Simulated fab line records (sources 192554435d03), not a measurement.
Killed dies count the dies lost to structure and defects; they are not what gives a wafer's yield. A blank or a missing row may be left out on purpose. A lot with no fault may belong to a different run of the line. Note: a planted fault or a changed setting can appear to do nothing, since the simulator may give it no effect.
A struck lot beside a sound one -- flow n5-finfet -- 16 steps out of a route of 1938
Sound: wafers L445.1, L445.5, L445.6. Wafers L460.2, L460.3, L460.5 were the ones struck. Last of all comes the cause.
Per side, at each step with rows, come the tool, then ch with its chambers, and then its first start. Under that, the readings that differ: sound wafers -- struck wafers -- difference of the means -- sigmas: that difference in standard deviations of wafers without a fault.
alike: words and numbers the same on both sides, and readings whose means are apart by under 2 such deviations; not compared: readings that were withheld, readings missing a value for some wafer, numbers with overlapping values and no deviation given by the record, and bounds like >300 which may hide the same value.
Wherever a step has rows on one side only, a row that says differs or no value, or a row with sigmas, the two part there. Non-overlapping numbers with no deviation appear without sigmas and do not part them. A reading missing from all wafers of one side parts the sides only when that side holds two or more wafers.

N5_BEOL_M4_INSPECT_30: inspects for defects (brightfield).
  sound on defect-inspect-01, day 7 07:42; struck on defect-inspect-02, day 11 11:20
reading,sound,struck,difference,sigmas
raw-defect-count,375 310 331,438 608 548,+193,+2
then, 1 step without rows for these wafers: N5_BEOL_M4_DESCUM_33 (chemistry O2, time 7 s).
N5_BEOL_M4_ETCH_77: etches underlayer in N2/H2, target depth 6.5 nm, time 5.2 s.
  sound on rie-diel-02 ch 2,3, day 7 07:46; struck on rie-diel-02 ch 1,3, day 11 11:24
  alike: bias-w, drypump-motor-current-A, etch-rf-on-time-s, n2-flow-sccm, oes-product-au, rf-vpp-V, showerhead-plenum-p-Torr, throttle-valve-pct
  not compared: rf-hours-counter-h
then, 1 step without rows for these wafers: N5_BEOL_M4_ETCH_69 (etches SiARC in CF4, target depth 15.6 nm, time 26 s).
N5_BEOL_M4_ALD_98: deposits SiO2, target thk 2.5 nm, pulse time 1 s, co reactant pulse time 1 s.
  sound on ald-sin-01 ch 0,1,3, day 7 07:52; struck on ald-sin-02 ch 0,1,2, day 11 12:13
  alike: chamber-pressure-Torr, heater-power-w, precursor-pulse-height-rel
N5_BEOL_M4_ETCHBACK_99: etches SiO2 in CHF3, target depth 5 nm, time 10.4 s.
  sound on rie-diel-02 ch 1,2, day 7 08:04; struck on rie-diel-06 ch 0,2,3, day 11 12:21
  alike: drypump-motor-current-A, oes_ar_750_au, oes-product-au, rf-vpp-V, showerhead-plenum-p-Torr, throttle-valve-pct
  not compared: rf-hours-counter-h
N5_BEOL_M4_ETCH_70: etches SOC in N2/H2, target depth 80 nm, overetch 24 nm, time 130 s.
  sound on rie-diel-02 ch 1,2, day 7 08:06; struck on rie-diel-06 ch 0,2,3, day 11 12:23
  alike: bias-w, drypump-motor-current-A, n2-flow-sccm, oes-product-au, rf-vpp-V, showerhead-plenum-p-Torr, temp-c, throttle-valve-pct
  not compared: rf-hours-counter-h
then, 4 steps without rows for these wafers: N5_BEOL_M4_STRIP_71 (strips in N2/H2); N5_BEOL_M4_STRIP_78 (strips in N2/H2); N5_BEOL_M4_VIA_ETCH_34 (etches the open film in C4F6/O2, target depth 69.4 nm, time 65.9 s); N5_BEOL_M4_STRIP_83 (strips in C4F6/O2).
N5_BEOL_M4_STRIP_36: strips in N2/H2.
  sound on rie-diel-02 ch 1,2, day 7 08:16; struck on rie-diel-06 ch 0,2,3, day 11 12:34
  alike: drypump-motor-current-A, n2-flow-sccm, oes-product-au, rf-vpp-V, showerhead-plenum-p-Torr, temp-c, throttle-valve-pct
  not compared: rf-hours-counter-h
N5_BEOL_M4_TRENCH_ETCH_37: etches SiOC in C4F6/O2, target depth 55.555 nm, time 29.2 s.
  sound on rie-diel-02 ch 1,2, day 7 08:19; struck on rie-diel-06 ch 0,2,3, day 11 12:36
reading,sound,struck,difference,sigmas
bias-w (W),184.9 185.2 185.2,192.4 191.8 192.1,+7.0,+12
rf-vpp-V (V),635 656 634,677 676 684,+37,+4
  alike: drypump-motor-current-A, oes_ar_750_au, oes-product-au, showerhead-plenum-p-Torr, throttle-valve-pct
  not compared: rf-hours-counter-h
then, 1 step without rows for these wafers: N5_BEOL_M4_ETCH_41 (etches SiCN in CH3F/O2, target depth 29.9 nm, time 52.5 s).
N5_BEOL_M4_RC_MEAS_101:
  sound on prober-02 ch 0, day 7 12:51; struck on prober-02 ch 0, day 11 16:49
  alike: DIBL_N, DIBL_P, IOFF_N, IOFF_P, ION_N, ION_P, SS_N, SS_P, VT_N, VT_P
-- here the record skips 4 days between the struck wafers' starts before and after, leaving off in module BEOL_M4 and picking up in module PASSIVATION (first step shown: number 1936 of the route) --
N5_PASSIVATION_PROBE_49:
  sound on prober-02, day 11 11:20; struck on prober-02, day 15 13:52
  alike: defect-limited-yield, killed_at_M0_to_M3, killed_at_M4_up, killed-at-contacts, killed-at-front-end, killed-at-other, killed-dies, killed-open, killed-short, sort_bin_5_function, sort_bin_6_memory, sort-n-pass, sort-yield-pct

== WHERE THEY PART ==
First at N5_BEOL_M4_INSPECT_30; last, within this record, at N5_BEOL_M4_TRENCH_ETCH_37. Later steps at which nothing parts them and some readings are alike: N5_BEOL_M4_RC_MEAS_101, N5_PASSIVATION_PROBE_49.

WHY: what had been put in by the simulator
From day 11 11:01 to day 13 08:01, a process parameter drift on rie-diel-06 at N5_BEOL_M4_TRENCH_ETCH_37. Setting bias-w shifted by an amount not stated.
